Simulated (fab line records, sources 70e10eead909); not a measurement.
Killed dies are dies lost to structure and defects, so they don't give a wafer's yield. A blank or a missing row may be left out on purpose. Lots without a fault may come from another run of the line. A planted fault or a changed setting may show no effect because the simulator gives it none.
A struck lot beside a sound one | flow nand_harc | 14 steps out of a route of 1302
Sound: wafers L360.1, L360.5, L360.6. Struck: wafers L365.3, L365.4, L365.5. The cause comes at the end.
At each step with rows: each side's tool, then ch and its chambers, then its first start. Under that, the readings that differ: sound wafers | struck wafers | difference of the means | sigmas: that difference in standard deviations of wafers without a fault.
alike: readings whose means differ by less than 2 such deviations, and words and numbers that are the same on both sides. not compared: withheld readings, readings that some wafer has no value for, bounds like >300 that may hide the same value, and numbers for which the record gives no deviation and whose values overlap.
The two part at a step that has a row with sigmas, a row that says differs or no value, or rows on one side only. Numbers that don't overlap but have no deviation are shown without sigmas and don't part them. A reading that every wafer of one side lacks parts them only if that side has two wafers or more.

first, 7 steps without rows for these wafers: NHARC_P_M2_COAT_34 (time 65 s); NHARC_P_M2_COAT_03 (resist thk 90 nm); NHARC_P_M2_SOFTBAKE_04 (time 55 s); NHARC_P_M2_EBR_05; NHARC_P_M2_EXPOSE_06 (exposes mask P M2, target cd 170 nm); NHARC_P_M2_PEB_07 (peb time 65 s); NHARC_P_M2_DEVELOP_08 (develop time 35 s).
NHARC_P_M2_CD_MEAS_09: target cd 170 nm.
  sound on cd_sem-01 ch 0, day 9 11:55; struck on cd_sem-03 ch 0, day 11 08:11
  alike: cd_nm
NHARC_P_M2_OVL_MEAS_10: pitch 340 nm.
  sound on overlay-02, day 9 12:01; struck on overlay-01, day 11 08:16
  reading           | sound          | struck      | difference | sigmas
  overlay_x_nm (nm) | -1.2 -0.8 -1.3 | 0.7 0.5 0.7 | +1.7       | +2
  alike: overlay_y_nm
NHARC_P_M2_INSPECT_11:
  sound on defect_inspect-02, day 9 12:03; struck on defect_inspect-02, day 11 08:19
  alike: raw_defect_count
NHARC_P_M2_DESCUM_14: chemistry O2, time 3 s.
  sound on rie_diel-11 ch 0,1,2, day 9 12:07; struck on rie_diel-11 ch 0,1, day 11 08:22
  alike: drypump_motor_current_A, oes_product_au, rf_vpp_V, showerhead_plenum_p_Torr, throttle_valve_pct
  not compared: rf_hours_counter_h
NHARC_P_M2_ETCH_35: etches the open film in N2/H2, target depth 40 nm, overetch 12 nm, time 43.94 s.
  sound on rie_diel-11 ch 0,3, day 9 12:12; struck on rie_diel-11 ch 0,1, day 11 08:27
  reading    | sound             | struck            | difference | sigmas
  bias_w (W) | 150.4 151.3 149.9 | 150.1 149.6 149.6 | -0.8       | -2
  alike: chamber_pressure_mTorr, drypump_motor_current_A, n2_flow_sccm, oes_product_au, rf_vpp_V, showerhead_plenum_p_Torr, throttle_valve_pct
  not compared: rf_hours_counter_h
NHARC_P_M2_ETCH_15: etches the open film in C4F8/Ar, target depth 182.5 nm, time 91.2 s.
  sound on rie_diel-11 ch 2,3, day 9 12:17; struck on rie_diel-11 ch 1,3, day 11 08:33
  no value came back on the struck wafers for bias_w (W), chamber_pressure_mTorr (mTorr), oes_product_au (a.u.), rf_vpp_V (V); on the sound wafers bias_w (W) reads 302.3 302.1 298.2
  not compared: rf_hours_counter_h
NHARC_P_M2_CD_MEAS_16:
  sound on cd_sem-02, day 9 12:25; struck on cd_sem-02, day 11 08:41
  alike: cd_nm

WHERE THEY PART
First at NHARC_P_M2_OVL_MEAS_10; last, within this record, at NHARC_P_M2_ETCH_15. Later steps at which nothing parts them and some readings are alike: NHARC_P_M2_CD_MEAS_16.

WHY: what the simulator had put in
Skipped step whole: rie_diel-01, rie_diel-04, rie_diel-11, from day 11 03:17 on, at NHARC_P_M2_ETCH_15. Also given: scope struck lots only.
